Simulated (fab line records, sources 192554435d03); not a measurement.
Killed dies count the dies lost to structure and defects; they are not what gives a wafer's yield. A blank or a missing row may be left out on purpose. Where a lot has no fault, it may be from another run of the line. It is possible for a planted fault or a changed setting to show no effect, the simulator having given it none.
Lot-split experiment | flow n5_finfet | 7 lots, 21 wafers read, on a route of 1938 steps

## SPLIT DETAILS
At N5_BEOL_M8_COAT_22 (resist thk 30 nm), the setting spin_rpm was moved away from the recipe's 1500 rpm on 8 of the 21 wafers read, by +6.1% to +11.1%. The other wafers ran this setting at the recipe's value.

## FROM THE SPLIT TO THE READING: what the file shows between them, 6 steps
- N5_BEOL_M8_EBR_24
- N5_BEOL_M8_SOFTBAKE_23: time 60 s
- N5_BEOL_M8_EXPOSE_25: exposes mask V7, target cd 40 nm
- N5_BEOL_M8_PEB_26: peb time 60 s
- N5_BEOL_M8_DEVELOP_27: develop time 30 s
- N5_BEOL_M8_DESCUM_33: chemistry O2, time 7 s

## THE READING
CAR-EUV_of_BEOL_M8_COAT_22.thk_nm (the simulator's own value, which no gauge read), in nm, at N5_BEOL_M8_ETCH_72 (etches underlayer in N2/H2, target depth 6.5 nm, time 5.2 s). The file gives no usual value for it. The 13 wafers here that ran the recipe average 20.3 nm, standard deviation 0.12 nm.

wafer  | tool, chamber at the split | spin_rpm as run, rpm | against the recipe | CAR-EUV_of_BEOL_M8_COAT_22.thk_nm, nm | against lot-mates on the recipe
L076.4 | litho_track-02, 0          | 1500                 | recipe             | 20.4                                  | -
L076.5 | litho_track-02, 0          | 1500                 | recipe             | 20.4                                  | -
L076.6 | litho_track-02, 0          | 1644                 | +9.6%              | 19.2                                  | -1.2
L079.2 | litho_track-05, 0          | 1667                 | +11.1%             | 18.8                                  | -1.6
L079.3 | litho_track-05, 0          | 1667                 | +11.1%             | 18.8                                  | -1.6
L079.4 | litho_track-05, 0          | 1500                 | recipe             | 20.4                                  | -
L080.1 | litho_track-02, 0          | 1500                 | recipe             | 20.4                                  | -
L080.6 | litho_track-02, 0          | 1500                 | recipe             | 20.4                                  | -
L080.3 | litho_track-02, 0          | 1500                 | recipe             | 20.2                                  | -
L084.1 | litho_track-05, 0          | 1622                 | +8.1%              | 19.2                                  | -1.0
L084.4 | litho_track-05, 0          | 1622                 | +8.1%              | 19.2                                  | -1.0
L084.2 | litho_track-05, 0          | 1500                 | recipe             | 20.2                                  | -
L087.2 | litho_track-05, 0          | 1500                 | recipe             | 20                                    | -
L087.3 | litho_track-05, 0          | 1500                 | recipe             | 20.2                                  | -
L087.4 | litho_track-05, 0          | 1500                 | recipe             | 20.2                                  | -
L088.3 | litho_track-01, 0          | 1591                 | +6.1%              | 19.4                                  | -0.8
L088.5 | litho_track-01, 0          | 1591                 | +6.1%              | 19.4                                  | -0.8
L088.4 | litho_track-01, 0          | 1500                 | recipe             | 20.2                                  | -
L092.1 | litho_track-02, 0          | 1500                 | recipe             | 20.4                                  | -
L092.2 | litho_track-02, 0          | 1500                 | recipe             | 20.2                                  | -
L092.3 | litho_track-02, 0          | 1641                 | +9.4%              | 19                                    | -1.3

FIT RESULTS
A straight line over all 21 wafers: CAR-EUV_of_BEOL_M8_COAT_22.thk_nm changes by -0.131 nm for each +1% of spin_rpm; r = -0.98; the points scatter about the line by 0.12 nm.
The same after taking each lot's own level away (the mean of its wafers on the recipe; 21 wafers): -0.135 nm for each +1%; r = -0.99; scatter 0.08 nm.
According to that fit, moving spin_rpm by its largest amount changes the reading by 1.5 nm.
Across the lots, their own levels run from 20.13 to 20.40 nm, a range of 2.1 times the standard deviation given above.
Hence the lot-to-lot level has little effect on the slope; both slopes agree.
Check: -1.47 nm against its lot-mates is what the line predicts for one of the wafers moved furthest among these (+11.1%) when that wafer is left out of the fit. Against them it came out at -1.6 nm.

## THE WHOLE CHAIN: every reading that the file lists as answering this split, in the file's order
step                  | what it does                                                | reading                                                                            | change (the file's fit)               | r (the file's)
N5_BEOL_M8_COAT_22    | resist thk 30 nm                                            | CAR-EUV_of_BEOL_M8_COAT_22.thk_nm (the simulator's own value, which no gauge read) | -0.142 nm for each +1% of the setting | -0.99
N5_BEOL_M8_DEVELOP_27 | develop time 30 s                                           | CAR-EUV_of_BEOL_M8_COAT_22.thk_nm (the simulator's own value, which no gauge read) | -0.146 nm for each +1% of the setting | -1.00
N5_BEOL_M8_ETCH_72    | etches underlayer in N2/H2, target depth 6.5 nm, time 5.2 s | CAR-EUV_of_BEOL_M8_COAT_22.thk_nm (the simulator's own value, which no gauge read) | -0.134 nm for each +1% of the setting | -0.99

## FILE'S OWN FIT
CAR-EUV_of_BEOL_M8_COAT_22.thk_nm changes by -0.134 nm for each +1% of spin_rpm, r = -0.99.
